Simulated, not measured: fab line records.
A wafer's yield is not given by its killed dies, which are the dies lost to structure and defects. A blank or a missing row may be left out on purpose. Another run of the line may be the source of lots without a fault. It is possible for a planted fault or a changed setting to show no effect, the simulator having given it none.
One fault through the eyes of 2 desks + flow n5-finfet + numbers are kept per desk, each desk with only its own; the story behind them comes last

== AT THE METROLOGY DESK ==
Means of the sampled wafers that have a number, per lot and without regard to the tool the lot ran on: this is what the gauges read. A lot is out of limits, marked OUT, if its mean lies more than 4 standard deviations from the usual mean; the brackets give that distance. Readings shown: 7 of its 10, picked as those furthest out on some lot.
Columns: A = DIBL_N at N5_BEOL_M4_RC_MEAS_101, usual 37.3 mV/V; B = DIBL_P at N5_BEOL_M4_RC_MEAS_101, usual 37.4 mV/V; C = IOFF_N at N5_BEOL_M4_RC_MEAS_101, usual 0.18 nA/um; D = IOFF_P at N5_BEOL_M4_RC_MEAS_101, usual 0.25 nA/um; E = SS_N at N5_BEOL_M4_RC_MEAS_101, usual 71.8 mV/dec; F = VT_N at N5_BEOL_M4_RC_MEAS_101, usual 248 mV; G = VT_P at N5_BEOL_M4_RC_MEAS_101, usual -248 mV
| lot  | first seen here | A    | B    | C    | D    | E    | F   | G    |
|------|-----------------|------|------|------|------|------|-----|------|
| L334 | day 7 19:43     | 39.6 | 38.4 | 0.22 | 0.30 | 71.8 | 245 | -244 |
| L336 | day 8 21:56     | 34.5 | 34.1 | 0.14 | 0.21 | 71.0 | 251 | -248 |
| L340 | day 9 22:19     | 34.6 | 33.6 | 0.13 | 0.21 | 70.8 | 250 | -250 |
| L342 | day 10 00:09    | 39.2 | 38.0 | 0.21 | 0.28 | 72.0 | 244 | -244 |
| L343 | day 10 02:01    | 39.7 | 40.5 | 0.22 | 0.29 | 72.1 | 246 | -247 |
| L344 | day 10 19:53    | 35.2 | 36.7 | 0.16 | 0.22 | 71.9 | 250 | -250 |
| L347 | day 11 20:29    | 36.7 | 37.1 | 0.17 | 0.24 | 71.4 | 250 | -247 |
| L355 | day 13 07:53    | 38.7 | 39.5 | 0.20 | 0.26 | 72.6 | 247 | -250 |
| L356 | day 13 12:40    | 37.3 | 37.8 | 0.17 | 0.24 | 72.2 | 252 | -250 |
| L357 | day 13 13:46    | 36.7 | 35.3 | 0.17 | 0.26 | 71.3 | 248 | -245 |
Result from this desk: across the 10 lots, nothing is out of limits.

== FOR THE TOOL OWNER'S DESK: cmp-03 ==
The tool's own readings at N5_HKMG_FIN_CMP_23 (polishes, stops on SiNx, t overpolish 10 s, target thk 46.326 nm): means of the sampled wafers that have a number, for each lot that ran on this tool. A lot is out of limits, marked OUT, if its mean lies more than 4 standard deviations from the usual mean; the brackets give that distance.
Columns: A = edge-zone-pressure-frac at N5_HKMG_FIN_CMP_23, usual 1.000; B = motor-current-A at N5_HKMG_FIN_CMP_23, usual 12.3 A; C = overpolish-run-s at N5_HKMG_FIN_CMP_23, usual 10.001 s; D = time-to-endpoint-s at N5_HKMG_FIN_CMP_23, usual 12.5 s
| lot  | first seen here | A     | B    | C                       | D               |
|------|-----------------|-------|------|-------------------------|-----------------|
| L336 | day 4 19:49     | 0.996 | 12.9 | 10.003                  | 12.0            |
| L340 | day 6 07:38     | 1.000 | 12.8 | 9.999                   | 12.6            |
| L342 | day 6 08:45     | 0.999 | 12.8 | 10.002                  | 11.6            |
| L355 | day 9 13:02     | 0.998 | 12.8 | 6.332 (-99 or more) OUT | 22.2 (+4.8) OUT |
| L356 | day 9 22:42     | 0.999 | 12.6 | 4.689 (-99 or more) OUT | 24.1 (+5.8) OUT |
Finding of this desk: L355, L356 out of limits; the first was L355 at day 9 13:02, on overpolish-run-s at N5_HKMG_FIN_CMP_23. In limits: L336, L340, L342.

== ALL TOGETHER ==
On L355, L356, at day 9 13:02, an alarm was possible from the tool owner's desk.
The metrology desk saw nothing out of limits.
The metrology desk has L355, L356 on record, within its limits.
N5_HKMG_FIN_CMP_23 was run on cmp-03 by each of the lots named.

== WHAT THE SIMULATOR HAD INSERTED ==
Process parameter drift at N5_HKMG_FIN_CMP_23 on cmp-03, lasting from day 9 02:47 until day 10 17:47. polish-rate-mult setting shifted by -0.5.
Shown lots that were struck: L355, L356.
Delay in hours, fault start to first out-of-limits reading, by desk: the tool owner's desk at 10.
